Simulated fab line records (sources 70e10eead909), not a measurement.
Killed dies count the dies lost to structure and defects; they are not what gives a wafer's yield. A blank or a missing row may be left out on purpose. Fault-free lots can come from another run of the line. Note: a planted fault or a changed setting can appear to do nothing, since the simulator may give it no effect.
A struck lot beside a sound one ; flow nand harc ; 13 steps out of a route of 1302
Sound: the wafers L853.2, L853.3, L853.5. The struck wafers were L863.1, L863.4, L863.6. Last of all comes the cause.
Per side, at each step with rows, come the tool, then ch with its chambers, and then its first start. Under that, the readings that differ: sound wafers ; struck wafers ; difference of the means ; sigmas: that difference in standard deviations of wafers without a fault.
alike: same words and numbers on both sides, and readings whose means sit less than 2 such deviations apart. not compared: any withheld reading, any reading some wafer has no value for, any bound like >300 that may hide the same value, and any number with overlapping values for which the record gives no deviation.
The two part at a step that has a row with sigmas, a row that says differs or no value, or rows on one side only. Numbers that have no deviation but don't overlap get no sigmas and don't part them. Lack of a reading on every wafer of one side parts them only where that side has two or more wafers.

NHARC_P_CONTACT_CD_MEAS_19:
  sound: cd sem-01 at day 5 20:34; struck: cd sem-01 at day 9 20:59
  alike: cd nm
NHARC_P_CONTACT_STRIP_28: strips in O2.
  sound on rie diel-10 ch 0,3, day 5 20:38; struck on rie diel-04 ch 0,1,3, day 9 21:06
  alike: drypump motor current A, oes product au, rf vpp V, showerhead plenum p Torr, throttle valve pct
  not compared: rf hours counter h
then, 1 step without rows for these wafers: NHARC_P_CONTACT_STRIP_29 (strips in post etch residue remover, time 1200 s).
NHARC_P_CONTACT_DEGAS_38: time 60 s.
  sound: pvd sputter-02 at day 5 21:17; struck: pvd sputter-02 at day 9 21:42
  alike: heater power w
then, 1 step without rows for these wafers: NHARC_P_CONTACT_PRE_CLEAN_39 (time 19.5 s).
NHARC_P_CONTACT_PVD_32: deposits Ti, target thk 5 nm, time 17.7 s.
  sound on pvd sputter-02; struck on pvd sputter-02
  alike: substrate temp c, throttle valve pct
NHARC_P_CONTACT_ALD_22: deposits TiN, target thk 3 nm, pulse time 1 s, ald cycles 150.
  sound on ald metal-01 ch 1,2,3, day 5 21:33; struck on ald metal-02 ch 0,2, day 9 21:56
reading;sound;struck;difference;sigmas
heater power w (W);1015 1128 1297;953 993 943;-184;-2
  alike: precursor pulse height rel
  not compared: since wet clean h
NHARC_P_CONTACT_CVD_23: deposits W, target thk 200 nm, time 557 s.
  sound on cvd w-02 ch 0,1; struck on cvd w-02 ch 0
reading;sound;struck;difference;sigmas
mfc h2 sccm (sccm);1607 1606 1599;1593 1590 1588;-14;-3
  alike: heater power w, throttle valve pct
  not compared: since wet clean h
then, 2 steps without rows for these wafers: NHARC_P_CONTACT_CMP_24 (polishes, t overpolish 30 s, target thk 200 nm); NHARC_P_CONTACT_SRD_26.
NHARC_P_CONTACT_INSPECT_27:
  sound: defect inspect-02 at day 5 22:46; struck: defect inspect-02 at day 9 23:12
  alike: raw defect count
NHARC_P_M0_DEP_00: deposits SiOC, target thk 150 nm.
  sound on pecvd-03 ch 0,1, day 5 22:50; struck on pecvd-02 ch 0,2, day 9 23:46
  alike: rf fwd power W
  not compared: since wet clean h
then, 1 step without rows for these wafers: NHARC_P_M0_DEHYDRATE_01 (time 120 s).

## WHERE THEY PART
Earliest at NHARC_P_CONTACT_ALD_22; latest, in this record, at NHARC_P_CONTACT_CVD_23. Later steps at which nothing parts them and some readings are alike: NHARC_P_CONTACT_INSPECT_27, NHARC_P_M0_DEP_00.

WHY: the cause the simulator had injected
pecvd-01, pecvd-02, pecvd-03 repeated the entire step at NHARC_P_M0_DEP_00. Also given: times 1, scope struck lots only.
